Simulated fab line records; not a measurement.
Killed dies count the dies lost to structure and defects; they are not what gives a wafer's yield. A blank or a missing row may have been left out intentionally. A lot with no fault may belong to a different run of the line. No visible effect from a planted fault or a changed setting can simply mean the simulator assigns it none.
fab line records	flow n5-finfet	part 1 of 2: steps 1 to 25 of 32
record: lots: 5	wafers: 15	last-day: 19
route steps=1938 shown HKMG_FIN@405
lots that met no fault: from a run of the same line without faults
start-h: start of the lot's first displayed wafer, in hours after the record's first day	wait-h: hours from the lot's prior step to this one	" repeats the value in the row above	L1.1+2: one row covering several wafers at once	- no value, or no start was given	* or withheld: withheld	< > ~ a bound
route shown NAME@n: NAME is a module with steps in the file, n the number in the route of the first one	usual: mean/standard deviation of fault-free wafers	same: alike in all rows	chamber/n: place in a boat	sites: readings site by site	_std_site: standard deviation of those values	_edge_site: outer sites' mean less inner sites'	radius-mm: for every site, how far away it sits from the centre of the wafer	mask NAME#n: copy n	behind: the most recent tool/chamber to have shaped the wafer	hold: why the lot was held/for how many hours/how that ended	device: whichever transistor did not switch (one of n, p or np)	end of line: at the end of the route, the tests of the same wafers	where a step has no rows: the recipe by itself	killed: dies lost to structure and defects at the first sort, not the wafer's yield	map: a wafer's dies, x killed, . not, _ none there
set.NAME: the setting the step ran with; set.NAME@STEP: the setting that earlier step ran with	model.NAME: the simulator's own value behind a step, which no gauge read
lots at selected steps of the route; one table per step, one row per wafer
services: the hour from which a tool's chamber was out of use, counted from the record's first day as start-h (under 0 if before that day), plus the number of hours and why
== steps ==
step: N5_HKMG_FIN_STRIP_57
recipe: chemistry: CF4	resist: SiARC	power-w: 300	bias-power-w: 75	pressure-mtorr: 50	cf4-flow-sccm: 150	rf-frequency-hz: 6e+07
usual: drypump-motor-current-A: 5.67/0.2	oes-product-au: 0.77/0.067	power-w: 299.9/0.8	rf-vpp-V: 271.3/1.4	showerhead-plenum-p-Torr: 1.79/0.054	throttle-valve-pct: 13.65/0.16
lot.wafer	tool	chamber	start-h	wait-h	drypump-motor-current-A	oes-product-au	power-w	rf-hours-counter-h	rf-vpp-V	showerhead-plenum-p-Torr	throttle-valve-pct
L075.1	rie-diel-01	2	76.09	0.0	5.62	0.78	301.2	127	272.9	1.80	13.88
L075.5	"	3	"	"	5.86	0.70	300.0	-	269.9	1.80	13.71
L075.6	"	2	"	"	5.63	0.78	300.2	-	270.0	1.80	13.86
L080.1	rie-diel-04	1	108.87	0.0	5.91	0.69	300.0	238	269.9	1.76	13.79
L080.3	"	3	"	"	5.24	0.76	298.7	140	270.7	1.87	13.90
L080.6	"	1	"	"	5.88	0.69	300.2	-	271.6	1.76	13.81
L081.1	rie-diel-03	0	113.91	0.0	5.52	0.71	300.8	180	271.1	1.78	13.61
L081.2	"	3	"	"	5.66	0.82	299.1	105	269.2	1.73	13.45
L081.4	"	2	"	"	5.97	0.75	301.0	151	272.0	1.86	13.63
L082.1	rie-diel-01	0	117.62	0.0	5.77	0.85	300.5	66	272.7	1.76	13.46
L082.2	"	1	"	"	5.55	0.86	301.0	43	271.9	1.89	13.49
L082.5	"	3	"	"	5.87	0.70	300.7	-	271.5	1.80	13.71
L090.1	rie-diel-04	2	168.85	0.0	5.42	0.69	299.6	233	273.0	1.84	13.77
L090.2	"	0	"	"	5.84	0.93	300.2	9	270.1	1.77	13.54
L090.5	"	0	"	"	5.85	0.93	299.8	-	269.6	1.77	13.52
step: N5_HKMG_FIN_ETCH_58
recipe: chemistry: N2/H2	target: SOC	target-depth-a: 2158	ion-energy-ev: 50	bias-w: 13	time-s: 741	pressure-mtorr: 30	source-w: 875	n2-flow-sccm: 200	h2-flow-sccm: 200
usual: drypump-motor-current-A: 5.68/0.2	oes-product-au: 0.77/0.074	rf-vpp-V: 99.2/0.95	showerhead-plenum-p-Torr: 2.54/0.086	throttle-valve-pct: 17.86/0.22
lot.wafer	tool	chamber	start-h	wait-h	drypump-motor-current-A	oes-product-au	rf-hours-counter-h	rf-vpp-V	showerhead-plenum-p-Torr	throttle-valve-pct
L075.1	rie-diel-01	2	76.11	0.0	5.65	0.76	127	99.6	2.56	18.25
L075.5	"	3	"	"	5.84	0.69	-	100.0	2.52	17.78
L075.6	"	2	"	"	5.63	0.76	-	97.6	2.56	18.23
L080.1	rie-diel-04	1	108.89	0.0	5.96	0.71	238	100.4	2.51	18.12
L080.3	"	3	"	"	5.26	0.75	140	100.1	2.66	18.14
L080.6	"	1	"	"	5.91	0.71	-	99.6	2.51	18.12
L081.1	rie-diel-03	0	113.93	0.0	5.53	0.74	180	100.1	2.51	17.67
L081.2	"	3	"	"	5.66	0.80	105	98.5	2.43	17.49
L081.4	"	2	"	"	5.93	0.74	151	98.8	2.64	17.77
L082.1	rie-diel-01	0	117.64	0.0	5.75	0.85	66	99.4	2.48	17.68
L082.2	"	1	"	"	5.53	0.87	43	99.0	2.69	17.81
L082.5	"	3	"	"	5.87	0.68	-	98.3	2.51	17.81
L090.1	rie-diel-04	2	168.87	0.0	5.43	0.68	233	100.6	2.63	18.01
L090.2	"	0	"	"	5.87	0.95	9	98.7	2.48	17.67
L090.5	"	0	"	"	5.85	0.97	-	98.9	2.48	17.68
step: N5_HKMG_FIN_STRIP_93
recipe: chemistry: N2/H2	material: SOC	time-s: 20	power-w: 500	temp-c: 40	pressure-mtorr: 50	rf-frequency-hz: 6e+07	bias-power-w: 8	h2-frac: 0.5	n2-flow-sccm: 300	h2-flow-sccm: 300
usual: drypump-motor-current-A: 5.68/0.2	oes-product-au: 0.77/0.075	power-w: 499.9/1.5	rf-vpp-V: 54.3/0.89	showerhead-plenum-p-Torr: 3.36/0.11	throttle-valve-pct: 19.1/0.36
lot.wafer	tool	chamber	start-h	wait-h	drypump-motor-current-A	oes-product-au	power-w	rf-hours-counter-h	rf-vpp-V	showerhead-plenum-p-Torr	throttle-valve-pct
L075.1	rie-diel-01	2	76.53	0.2	5.64	0.75	496.8	127	54.0	3.38	19.6
L075.5	"	3	"	"	5.86	0.68	498.3	-	54.1	3.33	19.2
L075.6	"	2	"	"	5.66	0.76	500.4	-	54.6	3.38	19.6
L080.1	rie-diel-04	1	109.32	0.2	5.95	0.69	499.1	239	54.7	3.32	19.5
L080.3	"	3	"	"	5.24	0.75	499.2	140	55.1	3.51	19.5
L080.6	"	1	"	"	5.96	0.70	499.8	-	54.6	3.32	19.5
L081.1	rie-diel-03	0	114.36	0.2	5.54	0.75	501.0	180	52.0	3.31	18.7
L081.2	"	3	"	"	5.68	0.81	503.2	105	54.6	3.22	18.5
L081.4	"	2	"	"	5.99	0.75	501.3	151	56.0	3.49	18.8
L082.1	rie-diel-01	0	118.06	0.2	5.75	0.87	500.7	66	54.2	3.27	18.9
L082.2	"	1	"	"	5.55	0.87	498.3	43	55.4	3.55	19.3
L082.5	"	3	"	"	5.91	0.68	498.4	-	53.3	3.32	19.2
L090.1	rie-diel-04	2	169.30	0.2	5.43	0.68	500.4	234	55.8	3.47	19.5
L090.2	"	0	"	"	5.87	0.96	498.1	10	55.2	3.28	18.6
L090.5	"	0	"	"	5.88	0.97	498.6	-	55.9	3.28	18.6
step: N5_HKMG_FIN_WET_ETCH_76
recipe: chemistry: dNH4OH	mix: 1:50	temp-c: 25	target: Al2O3	stop-on: La2O3	target-depth-nm: 2.25	dry: ipa-marangoni	rinse-time-s: 30	rinse-temp-c: 23
lot.wafer	tool	chamber	start-h	wait-h
L075.1+5+6	wet-bench-02	6,2,1	76.62	0.1
L080.1+3+6	wet-bench-02	2,5,0	109.40	0.1
L081.1+2+4	wet-bench-03	5,6,3	114.44	0.1
L082.1+2+5	wet-bench-03	7,1,4	118.14	0.1
L090.1+2+5	wet-bench-02	6,4,7	169.38	0.1
step: N5_HKMG_FIN_STRIP_60
recipe: chemistry: N2/H2	power-w: 2500	temp-c: 300	h2-frac: 0.65	time-s: 360	pressure-mtorr: withheld	n2-flow-sccm: 1750	h2-flow-sccm: 3250
usual: drypump-motor-current-A: 6.2/0.34	heater-power-w: 424/21
lot.wafer	tool	chamber	start-h	wait-h	drypump-motor-current-A	heater-power-w	rf-hours-counter-h
L075.1	plasma-asher-01	0	76.68	0.0	6.6	436	92
L075.5	"	1	"	"	5.7	457	-
L075.6	"	0	"	"	6.6	428	-
L080.1	plasma-asher-02	0	109.47	0.0	5.9	394	37
L080.3	"	0	"	"	5.9	400	-
L080.6	"	1	"	"	6.4	415	-
L081.1	plasma-asher-01	1	114.55	0.0	5.7	459	99
L081.2	"	0	"	"	6.6	430	99
L081.4	"	0	"	"	6.6	426	-
L082.1	plasma-asher-02	0	118.21	0.0	5.9	402	38
L082.2	"	1	"	"	6.3	412	38
L082.5	"	0	"	"	5.9	404	-
L090.1	plasma-asher-02	0	169.45	0.0	5.9	395	48
L090.2	"	1	"	"	6.3	409	48
L090.5	"	0	"	"	5.9	414	-
step: N5_HKMG_FIN_WET_ETCH_77
recipe: chemistry: dHCl	mix: 1:10000	temp-c: 25	target: La2O3	stop-on: HfO2	target-depth-nm: 2
lot.wafer	tool	chamber	start-h	wait-h
L075.1+5+6	wet-bench-03	5,4,7	77.07	0.3
L080.1+3+6	wet-bench-02	2,7,1	109.89	0.3
L081.1+2+4	wet-bench-02	0,1,2	114.93	0.3
L082.1+2+5	wet-bench-02	4,0,7	118.60	0.3
L090.1+2+5	wet-bench-02	6,5,7	169.84	0.3
step: N5_HKMG_FIN_WET_ETCH_78
recipe: chemistry: dNH4OH	mix: 1:50	temp-c: 25	target: Al2O3	stop-on: La2O3	target-depth-nm: 4.5	dry: ipa-marangoni	rinse-time-s: 30	rinse-temp-c: 23
lot.wafer	tool	chamber	start-h	wait-h
L075.1+5+6	wet-bench-03	5,4,7	77.10	0.0
L080.1+3+6	wet-bench-02	2,7,1	109.92	0.0
L081.1+2+4	wet-bench-02	0,1,2	114.96	0.0
L082.1+2+5	wet-bench-02	4,0,7	118.63	0.0
L090.1+2+5	wet-bench-02	6,5,7	169.87	0.0
step: N5_HKMG_FIN_ALD_79
recipe: material: TiN	target-thk-a: 15	temp-c: 400	ald-precursor-family: TiCl4	ald-co-reactant: NH3	pulse-time-s: 1	purge-time-s: 3	co-reactant-purge-time-s: 2	co-reactant-pulse-time-s: 2	ald-cycles: 68	pressure-torr: 3
usual: heater-power-w: 870/100	precursor-pulse-height-rel: 1.000/0.021
lot.wafer	tool	chamber	start-h	wait-h	heater-power-w	precursor-pulse-height-rel
L075.1	ald-metal-02	1	77.17	0.0	1109	1.018
L075.5	"	3	"	"	818	0.984
L075.6	"	2	"	"	752	0.996
L080.1	ald-metal-01	0	109.99	0.0	805	0.999
L080.3	"	1	"	"	936	1.045
L080.6	"	2	"	"	830	0.982
L081.1	ald-metal-04	1	115.03	0.0	785	0.983
L081.2	"	3	"	"	777	0.973
L081.4	"	0	"	"	890	1.000
L082.1	ald-metal-04	3	118.70	0.0	783	1.021
L082.2	"	1	"	"	757	1.014
L082.5	"	3	"	"	818	1.002
L090.1	ald-metal-02	1	169.94	0.0	1097	1.016
L090.2	"	2	"	"	768	1.051
L090.5	"	0	"	"	1030	0.994
step: N5_HKMG_FIN_CVD_62
recipe: material: a-Si	target-thk-a: 30	temp-c: 500	precursor: Si2H6	pressure-torr: 1	time-s: 20.8
usual: heater-power-w: 1270/74
lot.wafer	tool	chamber	start-h	wait-h	heater-power-w
L075.1	thermal-cvd-si-01	1	77.54	0.2	1404
L075.5	"	2	"	"	1276
L075.6	"	1	"	"	1390
L080.1	thermal-cvd-si-02	2	110.35	0.2	1287
L080.3	"	2	"	"	1257
L080.6	"	2	"	"	1248
L081.1	thermal-cvd-si-01	0	115.40	0.2	1193
L081.2	"	1	"	"	1395
L081.4	"	2	"	"	1279
L082.1	thermal-cvd-si-02	1	119.06	0.2	1269
L082.2	"	2	"	"	1268
L082.5	"	1	"	"	1270
L090.1	thermal-cvd-si-02	1	170.30	0.2	1272
L090.2	"	2	"	"	1224
L090.5	"	1	"	"	1246
step: N5_HKMG_FIN_RTA_80
recipe: temp-c: withheld	time-s: 2	ambient: N2	idle-temp-c: 600	ramp-up-c-per-s: 150	ramp-down-c-per-s: 60	cool-to-c: 600
lot.wafer	tool	chamber	start-h	wait-h
L075.1+5+6	rtp-anneal-01	0	77.67	0.1
L080.1+3+6	rtp-anneal-01	0	110.59	0.2
L081.1+2+4	rtp-anneal-01	0	115.53	0.1
L082.1+2+5	rtp-anneal-02	0	119.20	0.1
L090.1+2+5	rtp-anneal-01	0	170.44	0.1
step: N5_HKMG_FIN_PRECLEAN_64
recipe: chemistry: dHF	time-s: 30	temp-c: 25	dilution: withheld
lot.wafer	tool	chamber	start-h	wait-h
L075.1+5+6	wet-bench-03	0,1,6	77.83	0.1
L080.1+3+6	wet-bench-03	6,1,5	110.74	0.1
L081.1+2+4	wet-bench-01	1,0,6	115.71	0.2
L082.1+2+5	wet-bench-01	0,7,5	119.34	0.1
L090.1+2+5	wet-bench-02	6,2,1	170.58	0.1
step: N5_HKMG_FIN_WET_ETCH_65
recipe: chemistry: TMAH	temp-c: 70	conc-wt-pct: 5	target: a-Si	stop-on: TiN	time-s: 49	target-depth-nm: 3
usual: bath-guard-temp-C: 70.0/0.38
lot.wafer	tool	chamber	start-h	wait-h	bath-guard-temp-C
L075.1	wet-bench-03	0	77.84	0.0	70.0
L075.5	"	1	"	"	69.9
L075.6	"	6	"	"	69.4
L080.1	wet-bench-03	6	110.76	0.0	69.7
L080.3	"	1	"	"	70.0
L080.6	"	5	"	"	70.2
L081.1	wet-bench-01	1	115.72	0.0	70.2
L081.2	"	0	"	"	69.7
L081.4	"	6	"	"	70.2
L082.1	wet-bench-01	0	119.35	0.0	70.1
L082.2	"	7	"	"	70.0
L082.5	"	5	"	"	69.8
L090.1	wet-bench-02	6	170.59	0.0	69.8
L090.2	"	2	"	"	70.1
L090.5	"	1	"	"	70.1
step: N5_HKMG_FIN_WET_ETCH_81
recipe: chemistry: SC1	target: TiN	stop-on: HfO2	mix: 1:1:5	temp-c: 60	time-s: 57	target-depth-nm: 6
usual: bath-guard-temp-C: 60.0/0.38	diw-flow-mL-min: 1071/3.3
lot.wafer	tool	chamber	start-h	wait-h	bath-guard-temp-C	diw-flow-mL-min
L075.1	wet-bench-03	0	77.85	0.0	59.9	1073
L075.5	"	1	"	"	60.4	1068
L075.6	"	6	"	"	58.9	1071
L080.1	wet-bench-03	6	110.79	0.0	59.3	1074
L080.3	"	1	"	"	59.8	1074
L080.6	"	5	"	"	60.6	1073
L081.1	wet-bench-01	1	115.73	0.0	60.0	1073
L081.2	"	0	"	"	60.1	1068
L081.4	"	6	"	"	59.9	1064
L082.1	wet-bench-01	0	119.37	0.0	60.0	1073
L082.2	"	7	"	"	60.0	1075
L082.5	"	5	"	"	59.5	1067
L090.1	wet-bench-02	6	170.61	0.0	60.2	1074
L090.2	"	2	"	"	59.5	1067
L090.5	"	1	"	"	60.0	1077
step: N5_HKMG_FIN_WET_ETCH_82
recipe: chemistry: dHCl	mix: 1:10000	temp-c: 25	target: La2O3	stop-on: HfO2	target-depth-nm: 2	dry: ipa-marangoni	rinse-time-s: 30	rinse-temp-c: 23
lot.wafer	tool	chamber	start-h	wait-h
L075.1+5+6	wet-bench-03	0,1,6	77.89	0.0
L080.1+3+6	wet-bench-03	6,1,5	110.85	0.0
L081.1+2+4	wet-bench-01	1,0,6	115.76	0.0
L082.1+2+5	wet-bench-01	0,7,5	119.40	0.0
L090.1+2+5	wet-bench-02	6,2,1	170.64	0.0
step: N5_HKMG_FIN_ALD_36
recipe: material: TiN	target-thk-a: 10	temp-c: 400	ald-precursor-family: TiCl4	ald-co-reactant: NH3	pulse-time-s: 1	purge-time-s: 3	co-reactant-purge-time-s: 2	co-reactant-pulse-time-s: 2	ald-cycles: 47	pressure-torr: 3
usual: heater-power-w: 879/110	precursor-pulse-height-rel: 1.001/0.018
lot.wafer	tool	chamber	start-h	wait-h	heater-power-w	precursor-pulse-height-rel
L075.1	ald-metal-04	1	77.95	0.0	764	1.022
L075.5	"	1	"	"	764	1.001
L075.6	"	2	"	"	876	0.982
L080.1	ald-metal-01	2	110.94	0.0	819	1.013
L080.3	"	3	"	"	889	1.016
L080.6	"	1	"	"	945	0.988
L081.1	ald-metal-01	0	115.83	0.0	802	0.968
L081.2	"	1	"	"	978	0.997
L081.4	"	2	"	"	830	0.987
L082.1	ald-metal-02	1	119.46	0.0	1069	1.030
L082.2	"	3	"	"	821	1.034
L082.5	"	1	"	"	1079	0.988
L090.1	ald-metal-04	2	170.70	0.0	865	1.007
L090.2	"	0	"	"	887	1.032
L090.5	"	2	"	"	883	1.014
step: N5_HKMG_FIN_THK_MEAS_70
recipe: thk-meas-gauge: xrf	reads: HfO2_of_HKMG_FIN_HK_ALD_01
usual: HK_THK: 1.609/0.022
lot.wafer	tool	chamber	start-h	wait-h	HK_THK[nm]
L075.1	film-metro-02	-	78.23	0.2	1.563
L075.5	"	-	"	"	1.620
L075.6	"	-	"	"	1.615
L080.1	film-metro-02	-	111.22	0.2	1.601
L080.3	"	-	"	"	1.585
L080.6	"	-	"	"	1.631
L081.1	film-metro-02	-	116.11	0.2	1.653
L081.2	"	-	"	"	1.612
L081.4	"	-	"	"	1.573
L082.1	film-metro-01	-	119.74	0.2	1.613
L082.2	"	-	"	"	1.595
L082.5	"	-	"	"	1.589
L090.1	film-metro-02	-	170.98	0.2	1.624
L090.2	"	-	"	"	1.591
L090.5	"	-	"	"	1.656
step: N5_HKMG_FIN_PWFM_ALD_03
recipe: material: TiN	target-thk-a: 20	temp-c: 400	ald-precursor-family: TiCl4	ald-co-reactant: NH3	pulse-time-s: 1	purge-time-s: 3	co-reactant-purge-time-s: 2	co-reactant-pulse-time-s: 2	ald-cycles: 91	pressure-torr: 3
usual: heater-power-w: 851/74	precursor-pulse-height-rel: 0.996/0.02
lot.wafer	tool	chamber	start-h	wait-h	heater-power-w	precursor-pulse-height-rel
L075.1	ald-metal-02	2	78.26	0.0	759	0.966
L075.5	"	3	"	"	813	0.989
L075.6	"	2	"	"	755	0.999
L080.1	ald-metal-04	0	111.26	0.0	871	1.011
L080.3	"	2	"	"	887	0.996
L080.6	"	3	"	"	782	0.991
L081.1	ald-metal-04	1	116.14	0.0	771	0.994
L081.2	"	2	"	"	864	0.983
L081.4	"	3	"	"	773	1.000
L082.1	ald-metal-04	2	119.78	0.0	870	0.976
L082.2	"	0	"	"	890	0.996
L082.5	"	0	"	"	919	0.969
L090.1	ald-metal-01	3	171.02	0.0	891	1.018
L090.2	"	0	"	"	813	0.995
L090.5	"	1	"	"	961	1.006
step: N5_HKMG_FIN_COAT_29
recipe: resist: SOC	temp-c: 250	time-s: 60	spin-rpm: 1500	resist-thk-nm: 300
lot.wafer	tool	chamber	start-h	wait-h
L075.1+5+6	litho-track-02	0	78.73	0.2
L080.1+3+6	litho-track-02	0	111.73	0.2
L081.1+2+4	litho-track-02	0	116.61	0.2
L082.1+2+5	litho-track-01	0	120.25	0.2
L090.1+2+5	litho-track-02	0	171.49	0.2
step: N5_HKMG_FIN_COAT_30
recipe: resist: SiARC	temp-c: 220	time-s: 60	spin-rpm: 1500	resist-thk-nm: 35
lot.wafer	tool	chamber	start-h	wait-h
L075.1+5+6	litho-track-02	0	-	-
L080.1+3+6	litho-track-02	0	-	-
L081.1+2+4	litho-track-02	0	-	-
L082.1+2+5	litho-track-01	0	-	-
L090.1+2+5	litho-track-02	0	-	-
step: N5_HKMG_FIN_COAT_06
recipe: resist: CAR-ArF	spin-rpm: 1500	resist-thk-nm: 90
lot.wafer	tool	chamber	start-h	wait-h
L075.1+5+6	litho-track-02	0	-	-
L080.1+3+6	litho-track-02	0	-	-
L081.1+2+4	litho-track-02	0	-	-
L082.1+2+5	litho-track-01	0	-	-
L090.1+2+5	litho-track-02	0	-	-
step: N5_HKMG_FIN_EBR_08
recipe: solvent: PGMEA	ebr-width-mm: 1.5
lot.wafer	tool	chamber	start-h	wait-h
L075.1+5+6	litho-track-02	0	-	-
L080.1+3+6	litho-track-02	0	-	-
L081.1+2+4	litho-track-02	0	-	-
L082.1+2+5	litho-track-01	0	-	-
L090.1+2+5	litho-track-02	0	-	-
step: N5_HKMG_FIN_SOFTBAKE_07
recipe: temp-c: 110	time-s: 60	resist: CAR-ArF
lot.wafer	tool	chamber	start-h	wait-h
L075.1+5+6	litho-track-02	0	-	-
L080.1+3+6	litho-track-02	0	-	-
L081.1+2+4	litho-track-02	0	-	-
L082.1+2+5	litho-track-01	0	-	-
L090.1+2+5	litho-track-02	0	-	-
step: N5_HKMG_FIN_EXPOSE_09
recipe: mask-id: NWFM	na: 1.35	source-shape: conventional	sigma-outer: 0.8	polarization: unpolarized	dose-mj: 39.25
usual: focus-offset-nm: 0.1/0.58
lot.wafer	tool	chamber	start-h	wait-h	mask	focus-offset-nm
L075.1	arfi-scanner-02	0	78.98	-	NWFM#0	-0.5
L075.5	"	0	"	"	NWFM#0	-0.4
L075.6	"	0	"	"	NWFM#0	-0.2
L080.1	arfi-scanner-02	0	111.85	-	NWFM#0	-0.3
L080.3	"	0	"	"	NWFM#0	-0.3
L080.6	"	0	"	"	NWFM#0	0.7
L081.1	arfi-scanner-01	0	116.86	-	NWFM#0	1.2
L081.2	"	0	"	"	NWFM#0	-0.1
L081.4	"	0	"	"	NWFM#0	0.3
L082.1	arfi-scanner-01	0	120.37	-	NWFM#0	0.5
L082.2	"	0	"	"	NWFM#0	0.3
L082.5	"	0	"	"	NWFM#0	1.1
L090.1	arfi-scanner-03	0	171.61	-	NWFM#0	-0.4
L090.2	"	0	"	"	NWFM#0	-0.2
L090.5	"	0	"	"	NWFM#0	0.2
step: N5_HKMG_FIN_PEB_10
recipe: peb-temp-c: withheld	peb-time-s: 60	resist: CAR-ArF
lot.wafer	tool	chamber	start-h	wait-h
L075.1+5+6	litho-track-02	0	79.03	0.1
L080.1+3+6	litho-track-02	0	111.91	0.1
L081.1+2+4	litho-track-01	0	116.91	0.1
L082.1+2+5	litho-track-01	0	120.42	0.1
L090.1+2+5	litho-track-02	0	171.67	0.1
step: N5_HKMG_FIN_DEVELOP_11
recipe: develop-time-s: 30	developer: TMAH	resist: CAR-ArF	dev-temp-c: 23	rinse-liquid: diw	dry: air-spin
lot.wafer	tool	chamber	start-h	wait-h
L075.1+5+6	litho-track-02	0	-	-
L080.1+3+6	litho-track-02	0	-	-
L081.1+2+4	litho-track-01	0	-	-
L082.1+2+5	litho-track-01	0	-	-
L090.1+2+5	litho-track-02	0	-	-
